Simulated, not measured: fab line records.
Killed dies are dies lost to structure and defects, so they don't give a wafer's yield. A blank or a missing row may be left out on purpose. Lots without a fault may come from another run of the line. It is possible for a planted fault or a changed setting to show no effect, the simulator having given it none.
Code-filled problem report in 8D (eight disciplines) form :: flow n5Finfet :: the parts of the form that need people (team, actions taken, sign-off) are left out

1. WHAT WENT WRONG
rawDefectCount at N5_FIN_CUT_INSPECT_17 reads a mean of 654 on 6 wafers of 2 lots; wafers without a fault read 228 with a standard deviation of 61. Measured from the usual mean, that is +7.0 standard deviations.
The step: inspects for defects (brightfield).
Seen first at day 4 19:19 on defectInspect-01, wafer L919.1. The record has a number at this step for 27 wafers belonging to 9 lots. By rule, "out" or "out of limits" means more than 4 standard deviations away from the usual mean. The other wafers with a number count as sound.

2. WHAT IT IS; WHAT IT IS NOT
question: which readings at this step
is: rawDefectCount
is not: -

question: which lots
is: L919, L924
is not: L914, L916, L917, L920, L926, L929, L930

question: which wafers of those lots
is: all that have a number
is not: -

question: read on which gauges
is: defectInspect-01, defectInspect-02
is not: -

question: when
is: from day 4 19:19
is not: up to then (9 sound wafers); but 12 sound wafers of L920, L926, L929, L930 came after

3. SUSPECTS, AND WHAT RULES EACH OUT
Counting: a tool at a process step up to the reading stays a suspect if it ran every lot that is out and no sound lot after the first of them.
- the gauge at N5_FIN_CUT_INSPECT_17: ruled out. The wafers that are out were read on 2 gauges (defectInspect-01, defectInspect-02).
- vaporEtch-02 at N5_FIN_CUT_PRECLEAN_35 (cleans in vHF, time 13.3 s): kept. It processed each lot that is out, first L919 at day 4 18:57, and no sound lot thereafter; up to then, the last sound lot it processed was L917 at day 4 04:41.
Left after counting: vaporEtch-02 at N5_FIN_CUT_PRECLEAN_35.

4. THE CAUSE (what the simulator had put in)
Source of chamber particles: vaporEtch-02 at N5_FIN_CUT_PRECLEAN_35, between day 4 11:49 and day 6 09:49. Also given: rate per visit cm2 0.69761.
The count eliminated every tool but this one.

5. THE EFFECT CHAIN, in route order
Each row: a reading where the mean over the struck wafers with a number is more than 3 standard deviations away from the usual. Only readings whose record carries a usual standard deviation are examined. hours: median over the lots of the time between each lot's start at the first step of this table that gives one and its start at this step. sigmas: the change, counted in usual standard deviations.
hours: 0
step: N5_FIN_CUT_INSPECT_17
reading: rawDefectCount
usual: 228
on struck wafers: 654
change: +426
sigmas: +7.0

hours: 268
step: N5_PASSIVATION_PROBE_49
reading: defectLimitedYield
usual: 91.5 %
on struck wafers: 84.5
change: -7.0
sigmas: -4.6

hours: 268
step: N5_PASSIVATION_PROBE_49
reading: killedAtFrontEnd
usual: 38
on struck wafers: 138
change: +100
sigmas: +10

hours: 268
step: N5_PASSIVATION_PROBE_49
reading: killedDies
usual: 101
on struck wafers: 183
change: +82
sigmas: +4.5

hours: 268
step: N5_PASSIVATION_PROBE_49
reading: sort_bin_5_function
usual: 5.0 %
on struck wafers: 9.6
change: +4.6
sigmas: +4.6

hours: 268
step: N5_PASSIVATION_PROBE_49
reading: sortNPass
usual: 1079
on struck wafers: 997
change: -82
sigmas: -4.5

hours: 268
step: N5_PASSIVATION_PROBE_49
reading: sortYieldPct
usual: 91.5 %
on struck wafers: 84.5
change: -7.0
sigmas: -4.6
Process steps it contains:
- N5_PASSIVATION_PROBE_49
Later measuring or inspecting steps at which every struck wafer that the step has a row for has a number for every such reading, and none has moved that far: N5_BEOL_M4_RC_MEAS_101.

6. HOW IT WOULD HAVE BEEN CAUGHT EARLIER
The first out-of-limits reading at a measuring or inspecting step in this record came at day 4 19:19, 8 hours after the fault's start at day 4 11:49.
Of the tool readings at N5_FIN_CUT_PRECLEAN_35 for which the record gives a usual standard deviation, none was out on any struck wafer, so an alarm limit of 4 standard deviations on them would not have fired.
Lots out: 2; of these, L924 started N5_FIN_CUT_PRECLEAN_35 on vaporEtch-02 after day 4 19:19. It would have been spared by a hold on the tool at that moment.
